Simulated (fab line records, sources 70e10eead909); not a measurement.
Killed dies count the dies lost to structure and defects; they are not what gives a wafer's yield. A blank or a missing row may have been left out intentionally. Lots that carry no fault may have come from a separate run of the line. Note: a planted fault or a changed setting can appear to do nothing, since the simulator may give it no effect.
Struck lot and sound lot, side by side ; flow nand harc ; 14 steps out of a route of 1159
Sound: the wafers L700.1, L700.5, L700.6. Struck: wafer L706.3. (L706.2 of the same lot was not struck and is left out.) The cause comes at the end.
Per side, at each step with rows, come the tool, then ch with its chambers, and then its first start. Under that, the readings that differ: sound wafers ; struck wafers ; difference of the means ; sigmas: that difference in standard deviations of wafers without a fault.
alike: words and numbers the same on both sides, and readings whose means are apart by under 2 such deviations; not compared: readings that were withheld, readings missing a value for some wafer, numbers with overlapping values and no deviation given by the record, and bounds like >300 which may hide the same value.
The two part at a step that has a row with sigmas, a row that says differs or no value, or rows on one side only. When numbers do not overlap yet have no deviation, they are printed without sigmas and do not part them. A reading missing from all wafers of one side parts the sides only when that side holds two or more wafers.

first, 5 steps without rows for these wafers: NHARC_A_CONTACT_ETCH_112 (etches the open film in C4F8/O2/Ar, time 94 s, target depth 922 nm); NHARC_A_CONTACT_ETCH_113 (etches the open film in C4F8/O2/Ar, time 94 s, target depth 922 nm); NHARC_A_CONTACT_ETCH_114 (etches the open film in C4F8/O2/Ar, time 94 s, target depth 922 nm); NHARC_A_CONTACT_ETCH_115 (etches the open film in C4F8/O2/Ar, time 94 s, target depth 922 nm); NHARC_A_CONTACT_ETCH_116 (etches the open film in C4F8/O2/Ar, time 94 s, target depth 922 nm).
NHARC_A_CONTACT_ETCH_117: etches the open film in C4F8/O2/Ar, time 94 s, target depth 922 nm.
  sound on har cap etch-01 ch 0,1, day 16 02:46; struck on har cap etch-02 ch 0, day 17 18:10
  alike: chamber pressure mTorr
  not compared: rf hours counter h, run length s
NHARC_A_CONTACT_ETCH_118: etches the open film in C4F8/O2/Ar, time 94 s, target depth 922 nm.
  sound on har cap etch-01 ch 0,1, day 16 02:52; struck on har cap etch-02 ch 0, day 17 18:15
  alike: chamber pressure mTorr
  not compared: rf hours counter h, run length s
then, 1 step without rows for these wafers: NHARC_A_CONTACT_ETCH_119 (etches the open film in C4F8/O2/Ar, time 94 s, target depth 922 nm).
NHARC_A_CONTACT_ETCH_120: etches the open film in C4F8/O2/Ar, time 94 s, target depth 922 nm.
  sound on har cap etch-01 ch 0,1, day 16 03:02; struck on har cap etch-02 ch 0, day 17 18:26
  alike: chamber pressure mTorr
  not compared: rf hours counter h, run length s
then, 1 step without rows for these wafers: NHARC_A_CONTACT_ETCH_121 (etches the open film in C4F8/O2/Ar, time 94 s, target depth 922 nm).
NHARC_A_CONTACT_ETCH_122: etches the open film in C4F8/O2/Ar, time 95 s, target depth 930 nm.
  sound on har cap etch-01 ch 0,1, day 16 03:13; struck on har cap etch-02 ch 0, day 17 18:37
  alike: chamber pressure mTorr
  not compared: rf hours counter h, run length s
NHARC_A_CONTACT_ETCH_123: etches the open film in C4F8/O2/Ar, time 253 s, target depth 1090 nm.
  sound on har cap etch-01 ch 0,1, day 16 03:21; struck on har cap etch-02 ch 0, day 17 18:44
  alike: chamber pressure mTorr, run length s
  not compared: rf hours counter h
NHARC_A_CONTACT_ETCH_90: etches the open film in CH3F/O2, target depth 40 nm, time 85.7 s.
  sound on rie diel-10 ch 0,1, day 16 03:53; struck on rie diel-10 ch 3, day 17 19:19
reading;sound;struck;difference;sigmas
oes product au (a.u.);1.01 1.01 1.01;0.92;-0.09;-2
run length s (s);107.3 106.6 107.7;79.5;-27.7;-73
  alike: chamber pressure mTorr, drypump motor current A, rf vpp V, showerhead plenum p Torr, throttle valve pct
  not compared: rf fwd power W, rf hours counter h
then, 1 step without rows for these wafers: NHARC_A_CONTACT_ETCH_96 (etches the open film in C4F6/O2, target depth 20 nm, time 10 s).

## WHERE THEY PART
At NHARC_A_CONTACT_ETCH_90 and nowhere else, as far as this record goes.

WHY: what the simulator had put in
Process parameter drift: rie diel-10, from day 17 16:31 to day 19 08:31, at NHARC_A_CONTACT_ETCH_90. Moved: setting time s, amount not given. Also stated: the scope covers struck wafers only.
